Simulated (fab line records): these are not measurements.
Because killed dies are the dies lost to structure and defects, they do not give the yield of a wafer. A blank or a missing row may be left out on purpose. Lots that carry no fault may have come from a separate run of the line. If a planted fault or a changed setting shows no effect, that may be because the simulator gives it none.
Split-lot study | flow n5Finfet | 7 lots, 39 wafers read, on a route of 1938 steps

== THE SPLIT ITSELF ==
At N5_BEOL_M10_ETCH_62 (etches SOC in N2/H2, target depth 110 nm, overetch 22 nm, time 165 s), the setting timeS was moved away from the recipe's 165 s on 18 of the 39 wafers read, by -52.6% to +35.6%. All remaining wafers had this setting at the recipe value.

== FROM THE SPLIT TO THE READING: what the file shows between them, 2 steps ==
- N5_BEOL_M10_STRIP_68: strips in N2/H2
- N5_BEOL_M10_STRIP_67: strips in CF4

== THE READING ==
BEOL_M10.cdOffsetNm (the simulator's own value, which no gauge read), in nm, at N5_BEOL_M10_HM_OPEN_17 (chemistry Cl2/BCl3, target TiN, target depth 20 nm, overetch 6 nm). There is no usual value for it anywhere in the file. Average 0.3 nm, standard deviation 0.56 nm, over the 21 wafers here run with the recipe.

wafer  | tool, chamber at the split | timeS as run, s | against the recipe | BEOL_M10.cdOffsetNm, nm | against lot-mates on the recipe
L077.1 | rieDiel-05, 0              | 165             | recipe             | 1.6                     | -
L077.2 | rieDiel-05, 1              | 97.06           | -41.2%             | 0                       | -1.3
L077.3 | rieDiel-05, 3              | 97.06           | -41.2%             | -0.4                    | -1.7
L077.4 | rieDiel-05, 2              | 165             | recipe             | 1                       | -
L077.5 | rieDiel-05, 2              | 165             | recipe             | 1.2                     | -
L077.6 | rieDiel-05, 3              | 97.06           | -41.2%             | -0.2                    | -1.5
L081.3 | rieDiel-03, 2              | 165             | recipe             | 0                       | -
L081.5 | rieDiel-03, 3              | 165             | recipe             | 0.8                     | -
L081.6 | rieDiel-03, 2              | 165             | recipe             | 0.4                     | -
L074.1 | rieDiel-05, 3              | 223.7           | +35.6%             | 1.2                     | +1.5
L074.2 | rieDiel-05, 2              | 165             | recipe             | -0.4                    | -
L074.3 | rieDiel-05, 0              | 165             | recipe             | -0.4                    | -
L074.4 | rieDiel-05, 0              | 223.7           | +35.6%             | 0.8                     | +1.1
L074.5 | rieDiel-05, 3              | 223.7           | +35.6%             | 1.8                     | +2.1
L074.6 | rieDiel-05, 2              | 165             | recipe             | 0                       | -
L085.1 | rieDiel-01, 1              | 210.6           | +27.6%             | 1.2                     | +0.9
L085.2 | rieDiel-01, 3              | 165             | recipe             | 0.8                     | -
L085.3 | rieDiel-01, 2              | 165             | recipe             | -0.4                    | -
L085.4 | rieDiel-01, 0              | 210.6           | +27.6%             | 1.4                     | +1.1
L085.5 | rieDiel-01, 3              | 165             | recipe             | 0.4                     | -
L085.6 | rieDiel-01, 2              | 210.6           | +27.6%             | 1                       | +0.7
L086.1 | rieDiel-01, 2              | 165             | recipe             | 0                       | -
L086.2 | rieDiel-01, 3              | 113.3           | -31.3%             | -0.8                    | -1.0
L086.4 | rieDiel-01, 1              | 113.3           | -31.3%             | -0.8                    | -1.0
L086.3 | rieDiel-01, 0              | 165             | recipe             | 0.4                     | -
L086.5 | rieDiel-01, 1              | 113.3           | -31.3%             | -1                      | -1.2
L086.6 | rieDiel-01, 2              | 165             | recipe             | 0.2                     | -
L087.1 | rieDiel-03, 3              | 78.2            | -52.6%             | -1.4                    | -1.6
L087.2 | rieDiel-03, 1              | 165             | recipe             | -0.4                    | -
L087.3 | rieDiel-03, 0              | 165             | recipe             | 1                       | -
L087.4 | rieDiel-03, 2              | 165             | recipe             | 0                       | -
L087.5 | rieDiel-03, 0              | 78.2            | -52.6%             | -1.2                    | -1.4
L087.6 | rieDiel-03, 3              | 78.2            | -52.6%             | -0.6                    | -0.8
L091.1 | rieDiel-03, 2              | 194.4           | +17.8%             | 1.2                     | +0.9
L091.2 | rieDiel-03, 0              | 194.4           | +17.8%             | 1                       | +0.7
L091.3 | rieDiel-03, 3              | 194.4           | +17.8%             | 1.8                     | +1.5
L091.4 | rieDiel-03, 2              | 165             | recipe             | 0.6                     | -
L091.5 | rieDiel-03, 3              | 165             | recipe             | 0.4                     | -
L091.6 | rieDiel-03, 0              | 165             | recipe             | 0                       | -

THE FIT
A straight line over all 39 wafers: BEOL_M10.cdOffsetNm changes by +0.0271 nm for each +1% of timeS; r = +0.79; the points scatter about the line by 0.52 nm.
The same after taking each lot's own level away (the mean of its wafers on the recipe; 39 wafers): +0.0337 nm for each +1%; r = +0.91; scatter 0.38 nm.
Per that fit: largest timeS move, reading shift of 1.8 nm.
Measured against the standard deviation above, the lots' own levels, which go from -0.27 to 1.27 nm, span 2.8 times it.
So the lot-to-lot level blurs the effect unless lot-mates are compared.
Check: with one of the wafers moved furthest among these (-52.6%) left out of the fit, the line predicts -1.7 nm for it against its lot-mates. It came out at -1.6 nm against them.

== ADDITIONAL SPLITS CARRIED BY THESE WAFERS ==
Note: prior to the reading, these wafers also went through further splits. Each is held against what the fit with the lots' levels taken away leaves over:
other split on the same wafers    | wafers away from the commonest value | r with BEOL_M10.cdOffsetNm (lot level and that fit taken away)
N5_BEOL_M10_ILD_DEP_00 targetThkA | 15                                   | +0.13

== THE WHOLE CHAIN: every reading that the file lists as answering this split, in the file's order ==
step                    | what it does                                                         | reading                                                                          | change (the file's fit)                                                              | r (the file's)
N5_BEOL_M10_ETCH_62     | etches SOC in N2/H2, target depth 110 nm, overetch 22 nm, time 165 s | etch.depthNm (the simulator's own value, which no gauge read)                    | not straight: 64.62 at the lowest setting, 99.94 at the recipe, 100.1 at the highest | not given
N5_BEOL_M10_ETCH_62     | etches SOC in N2/H2, target depth 110 nm, overetch 22 nm, time 165 s | SiARC_of_BEOL_M10_COAT_60.thkNm (the simulator's own value, which no gauge read) | -0.0628 nm for each +1% of the setting                                               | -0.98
N5_BEOL_M10_ETCH_62     | etches SOC in N2/H2, target depth 110 nm, overetch 22 nm, time 165 s | BEOL_M10.cdOffsetNm (the simulator's own value, which no gauge read)             | +0.0338 nm for each +1% of the setting                                               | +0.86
N5_BEOL_M10_HM_OPEN_17  | chemistry Cl2/BCl3, target TiN, target depth 20 nm, overetch 6 nm    | BEOL_M10.cdOffsetNm (the simulator's own value, which no gauge read)             | +0.0332 nm for each +1% of the setting                                               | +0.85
N5_BEOL_M10_VIA_ETCH_34 | etches SiCOH lowk in C4F6/O2, target depth 184.5 nm, time 69.2 s     | oesProductAu                                                                     | not straight: 0.26 at the lowest setting, 0.79 at the recipe, 0.81 at the highest    | not given

== FILE'S OWN FIT ==
BEOL_M10.cdOffsetNm changes by +0.0332 nm for each +1% of timeS, r = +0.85.
